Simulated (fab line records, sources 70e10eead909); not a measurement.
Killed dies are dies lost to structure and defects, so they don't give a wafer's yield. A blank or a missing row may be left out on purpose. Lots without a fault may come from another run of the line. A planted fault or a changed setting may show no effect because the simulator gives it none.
Which tool did it? | flow nand_harc | 13 lots, 39 wafers sampled, at 5 steps of a route of 1302

WHAT THE GAUGES READ, wafer by wafer
NHARC_END_SORT_01.
lot  | measured     | on        | defect_limited_yield (%) | killed_at_array | killed_at_other | killed_at_periphery | killed_dies | killed_open | killed_short
L463 | day 24 13:50 | prober-01 | 89.7 89.1 91.7           | 64 67 49        | 1 1 0           | 5 6 7               | 70 74 56    | 4 4 6       | 0 0 2
L466 | day 26 07:30 | prober-01 | 86.9 87.9 89.8           | 89 78 68        | 0 0 0           | 0 4 1               | 89 82 69    | 1 3 0       | 5 4 2
L467 | day 26 17:01 | prober-01 | 88.3 88.8 88.8           | 72 74 67        | 0 0 0           | 7 2 9               | 79 76 76    | 3 2 8       | 3 2 2
L468 | day 26 05:54 | prober-02 | 90.8 90.3 92.6           | 59 64 48        | 0 0 0           | 3 2 2               | 62 66 50    | 6 6 5       | 4 1 1
L472 | day 29 09:41 | prober-01 | 88.0 87.9 90.7           | 73 77 61        | 2 0 1           | 6 5 1               | 81 82 63    | 4 3 3       | 5 4 1
L476 | day 30 11:58 | prober-02 | 0 0 0                    | 41 39 32        | 0 0 0           | 636 638 645         | 677 677 677 | 3 2 1       | 2 1 2
L477 | day 30 05:54 | prober-01 | 0 0 0                    | 68 75 70        | 0 0 1           | 609 602 606         | 677 677 677 | 3 1 3       | 0 2 6
L478 | day 31 16:59 | prober-02 | 0 0 0                    | 60 58 55        | 0 0 1           | 617 619 621         | 677 677 677 | 1 7 3       | 3 3 2
L481 | day 32 20:58 | prober-02 | 95.9 96.0 94.5           | 25 24 31        | 0 1 0           | 3 2 6               | 28 27 37    | 4 4 7       | 0 1 3
L482 | day 33 12:43 | prober-01 | 92.5 90.8 92.6           | 46 60 47        | 1 0 0           | 4 2 3               | 51 62 50    | 1 3 4       | 1 2 3
L483 | day 33 06:34 | prober-01 | 91.6 89.8 90.5           | 51 63 60        | 2 0 2           | 4 6 2               | 57 69 64    | 4 2 2       | 1 3 3
L484 | day 33 04:46 | prober-02 | 93.4 91.9 92.0           | 40 51 52        | 1 2 0           | 4 2 2               | 45 55 54    | 3 3 5       | 3 2 2
L485 | day 33 12:42 | prober-02 | 88.9 90.1 88.2           | 62 55 73        | 0 0 1           | 13 12 6             | 75 67 80    | 6 1 6       | 1 7 1

WHICH TOOL RAN EACH LOT (tool, then ch and the chambers of the sampled wafers, then the start)
lot  | NHARC_P_M0_ANNEAL_30             | NHARC_P_M1_ETCH_28                            | NHARC_P_M1_PVD_21            | NHARC_P_M1_PRE_CLEAN_32
L463 | rtp_anneal-01 ch 0, day 6 10:59  | rie_diel-02 ch 1,3, day 6 14:37 or earlier    | pvd_sputter-01, day 6 14:37  | pecvd-04 ch 1,2, day 6 16:01
L466 | rtp_anneal-01 ch 0, day 7 13:46  | rie_diel-06 ch 2,3, day 7 17:18 or earlier    | pvd_sputter-01, day 7 17:18  | pecvd-04 ch 0,2, day 7 18:41
L467 | rtp_anneal-02 ch 0, day 8 03:16  | rie_diel-02 ch 1,2,3, day 8 06:55 or earlier  | pvd_sputter-03, day 8 06:55  | pecvd-04 ch 0,1, day 8 08:19
L468 | rtp_anneal-01 ch 0, day 8 17:58  | rie_diel-06 ch 1,2,3, day 8 21:28 or earlier  | pvd_sputter-02, day 8 21:28  | pecvd-04 ch 0,2, day 8 22:50
L472 | rtp_anneal-01 ch 0, day 10 18:36 | rie_diel-06 ch 0,1,3, day 10 22:16 or earlier | pvd_sputter-02, day 10 22:16 | pecvd-01 ch 0,1,2, day 10 23:39
L476 | rtp_anneal-02 ch 0, day 12 03:13 | rie_diel-02 ch 0,1, day 12 06:57 or earlier   | pvd_sputter-02, day 12 06:57 | pecvd-03 ch 0,2, day 12 08:20
L477 | rtp_anneal-02 ch 0, day 12 12:54 | rie_diel-06 ch 0,1,3, day 12 16:49 or earlier | pvd_sputter-01, day 12 16:49 | pecvd-03 ch 0,2, day 12 18:59
L478 | rtp_anneal-01 ch 0, day 13 00:58 | rie_diel-10 ch 0,3, day 13 04:27 or earlier   | pvd_sputter-03, day 13 04:27 | pecvd-03 ch 0,1,2, day 13 05:54
L481 | rtp_anneal-01 ch 0, day 13 22:35 | rie_diel-02 ch 1,3, day 14 01:47              | pvd_sputter-01, day 14 02:27 | pecvd-04 ch 1,2, day 14 03:50
L482 | rtp_anneal-01 ch 0, day 14 14:34 | rie_diel-10 ch 0,2,3, day 14 18:14 or earlier | pvd_sputter-02, day 14 18:14 | pecvd-01 ch 0,1, day 14 19:38
L483 | rtp_anneal-01 ch 0, day 14 18:11 | rie_diel-06 ch 0,1,2, day 14 21:49 or earlier | pvd_sputter-02, day 14 21:49 | pecvd-01 ch 0,1,2, day 14 23:13
L484 | rtp_anneal-01 ch 0, day 15 06:49 | rie_diel-02 ch 0,1,2, day 15 10:27 or earlier | pvd_sputter-02, day 15 10:27 | pecvd-03 ch 0,1, day 15 12:10
L485 | rtp_anneal-02 ch 0, day 15 16:47 | rie_diel-10 ch 0,3, day 15 20:27 or earlier   | pvd_sputter-02, day 15 20:27 | pecvd-04 ch 0,1,2, day 15 21:52
- NHARC_P_M0_ANNEAL_30: time 90 s.
- NHARC_P_M1_ETCH_28: etches the open film in CF4/N2, target depth 30 nm, time 72.99 s.
- NHARC_P_M1_PVD_21: deposits Cu, target thk 30 nm, time 20.49 s.
- NHARC_P_M1_PRE_CLEAN_32: time 12 s.

WHAT THE TOOLS THEMSELVES READ (means of the sampled wafers that have a number; where no wafer has one, the mark that the record gives instead)
NHARC_P_M0_ANNEAL_30.
lot  | tool          | wafer_temp_C_max
L463 | rtp_anneal-01 | 225.96
L466 | rtp_anneal-01 | 225.91
L467 | rtp_anneal-02 | 225.98
L468 | rtp_anneal-01 | 226.10
L472 | rtp_anneal-01 | 225.65
L476 | rtp_anneal-02 | 225.73
L477 | rtp_anneal-02 | 225.84
L478 | rtp_anneal-01 | 225.98
L481 | rtp_anneal-01 | 226.35
L482 | rtp_anneal-01 | 226.31
L483 | rtp_anneal-01 | 226.20
L484 | rtp_anneal-01 | 226.39
L485 | rtp_anneal-02 | 225.90

NHARC_P_M1_ETCH_28.
lot  | tool        | drypump_motor_current_A (A) | oes_product_au (a.u.) | rf_vpp_V (V) | showerhead_plenum_p_Torr (Torr) | throttle_valve_pct (%)
L463 | rie_diel-02 | 5.7                         | 0.986                 | 313.8        | 2.60                            | 19.791
L466 | rie_diel-06 | 5.7                         | 1.010                 | 313.8        | 2.61                            | 19.795
L467 | rie_diel-02 | 6.0                         | 0.988                 | 315.0        | 2.68                            | 19.791
L468 | rie_diel-06 | 5.6                         | 0.999                 | 313.4        | 2.60                            | 19.799
L472 | rie_diel-06 | 5.5                         | 1.004                 | 313.3        | 2.59                            | 19.791
L476 | rie_diel-02 | 5.6                         | 0.993                 | 316.3        | 2.73                            | 19.801
L477 | rie_diel-06 | 5.5                         | 1.002                 | 313.4        | 2.59                            | 19.789
L478 | rie_diel-10 | 5.5                         | 1.019                 | 313.1        | 2.61                            | 19.789
L481 | rie_diel-02 | 5.7                         | 1.001                 | 313.1        | 2.58                            | 19.789
L482 | rie_diel-10 | 5.5                         | 1.006                 | 315.1        | 2.69                            | 19.783
L483 | rie_diel-06 | 5.5                         | 0.994                 | 314.8        | 2.70                            | 19.797
L484 | rie_diel-02 | 6.0                         | 0.993                 | 315.2        | 2.69                            | 19.791
L485 | rie_diel-10 | 5.5                         | 1.004                 | 314.5        | 2.61                            | 19.791

NHARC_P_M1_PVD_21.
lot  | tool           | cathode_dc_power_W (W) | chamber_pressure_pa (Pa) | throttle_valve_pct (%)
L463 | pvd_sputter-01 | 5000.2                 | 5.007                    | 30.6
L466 | pvd_sputter-01 | 5000.3                 | 5.003                    | 29.8
L467 | pvd_sputter-03 | 5000.0                 | 5.006                    | 29.4
L468 | pvd_sputter-02 | 5000.0                 | 5.001                    | 30.4
L472 | pvd_sputter-02 | 4999.8                 | 5.005                    | 30.7
L476 | pvd_sputter-02 | -                      | -                        | -
L477 | pvd_sputter-01 | -                      | -                        | -
L478 | pvd_sputter-03 | -                      | -                        | -
L481 | pvd_sputter-01 | 5000.3                 | 5.000                    | 29.7
L482 | pvd_sputter-02 | 4999.2                 | 5.003                    | 31.1
L483 | pvd_sputter-02 | 5000.4                 | 4.998                    | 30.6
L484 | pvd_sputter-02 | 4999.7                 | 4.999                    | 30.1
L485 | pvd_sputter-02 | 5000.6                 | 4.991                    | 30.9

NHARC_P_M1_PRE_CLEAN_32.
lot  | tool     | heater_power_w (W)
L463 | pecvd-04 | 729
L466 | pecvd-04 | 610
L467 | pecvd-04 | 596
L468 | pecvd-04 | 596
L472 | pecvd-01 | 594
L476 | pecvd-03 | 584
L477 | pecvd-03 | 546
L478 | pecvd-03 | 538
L481 | pecvd-04 | 687
L482 | pecvd-01 | 710
L483 | pecvd-01 | 635
L484 | pecvd-03 | 655
L485 | pecvd-04 | 676

THE ANSWER, worked out from the rows above alone
Rule: what is usual is taken from the lots themselves. Put in order of their means at a reading, lots are off if they are a third of the lots or fewer, leave a main group of 4 or more, and stand apart from it by a gap of 3 or more times the standard deviation of the main group's means; of several such gaps the widest counts. A main group whose means are all the same, to the digits that the tables above print for the reading, isn't used. A lot without any number at a reading at which 4 lots or more have one is off too. The other lots that the step has rows for count as sound. The gauges are gone through in route order, then the tools' own readings, and for those a lot's mean is taken as printed above. The first step at which some lot is off is used, and at that step the reading that is off furthest; a lot without a number counts as furthest.
Off: L476, L477, L478, at NHARC_END_SORT_01 (killed_at_periphery). The main group: mean 4.4, standard deviation 2.4.
A tool fits if, at a process step before that reading, it ran every lot that is off, and no sound lot after the first of them. The gauges at NHARC_END_SORT_01 aren't tried: what is off there is off at NHARC_P_M1_PVD_21 too, on other tools, and a gauge's error can't cause that. NHARC_P_M1_ETCH_28 gives no start for some lots, so the hours and the order of its lots are those of NHARC_P_M1_PVD_21. None of those tried fits.

WHAT THE SIMULATOR HAD PUT IN
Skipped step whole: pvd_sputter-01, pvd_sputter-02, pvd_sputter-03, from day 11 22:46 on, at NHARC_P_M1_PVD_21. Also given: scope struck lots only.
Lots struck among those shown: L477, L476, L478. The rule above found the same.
